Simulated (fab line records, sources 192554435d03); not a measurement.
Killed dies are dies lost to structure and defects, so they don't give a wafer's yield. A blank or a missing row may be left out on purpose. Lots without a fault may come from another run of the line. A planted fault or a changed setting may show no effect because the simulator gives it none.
Chamber matching | flow n5_finfet | N5_BEOL_M9_CURE_71 on uv_cure-02: 3 sister chambers
The step cures SiCOH lowk, time 240 s. 6 wafers are shown with their chamber, then 12 later ones without.

WAFERS WITH THEIR CHAMBER
wafer  | chamber | wafer_temp_C_max | lamp_power_pct (%)
L077.4 | 2       | 386.5            | 52.27
L077.5 | 2       | 386.7            | 52.41
L088.3 | 1       | 386.9            | 52.28
L088.4 | 1       | 386.8            | 52.35
L089.3 | 0       | 386.5            | 52.23
L089.4 | 0       | 386.7            | 52.39

WAFERS WITHOUT THEIR CHAMBER
wafer  | wafer_temp_C_max | lamp_power_pct (%)
L091.1 | 386.7            | 52.35
L091.2 | 387.3            | 52.33
L091.6 | 387.1            | 52.36
L097.2 | 387.7            | 52.34
L097.4 | 386.7            | 52.38
L097.6 | 387.0            | 52.33
L095.1 | 386.4            | 52.27
L095.4 | 386.7            | 52.35
L095.6 | 387.2            | 52.29
L096.1 | 386.9            | 52.26
L096.2 | 386.9            | 52.43
L096.4 | 387.2            | 52.37

WHICH CHAMBER EACH WENT THROUGH
wafer  | from the rows above          | in truth
L091.1 | can't be placed: 2 or 0 or 1 | 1
L091.2 | 1                            | 1
L091.6 | can't be placed: 1 or 2      | 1
L097.2 | 1                            | 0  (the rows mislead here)
L097.4 | can't be placed: 2 or 0 or 1 | 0
L097.6 | 1                            | 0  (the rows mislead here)
L095.1 | can't be placed: 0 or 2      | 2
L095.4 | can't be placed: 2 or 0 or 1 | 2
L095.6 | 1                            | 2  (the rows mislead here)
L096.1 | can't be placed: 1 or 0 or 2 | 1
L096.2 | can't be placed: 1 or 2 or 0 | 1
L096.4 | can't be placed: 1 or 2      | 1
Placed correctly: 1 of 12. Can't be placed from these rows: 8 (the true chamber is among the candidates in 8). Placed wrongly: 3.
How it was worked out, from the rows above alone: a wafer's distance from a chamber is the root of the sum, over the readings, of the square of ((its reading less the chamber's mean) divided by the reading's scatter). The wafer belongs to the nearest chamber; if the next one is less than 2 further off, it can't be placed. A chamber's mean is the mean of its shown wafers. The scatter: the root of (the sum of the squares of (reading less its chamber's mean) over the shown wafers, divided by (wafers less chambers)).
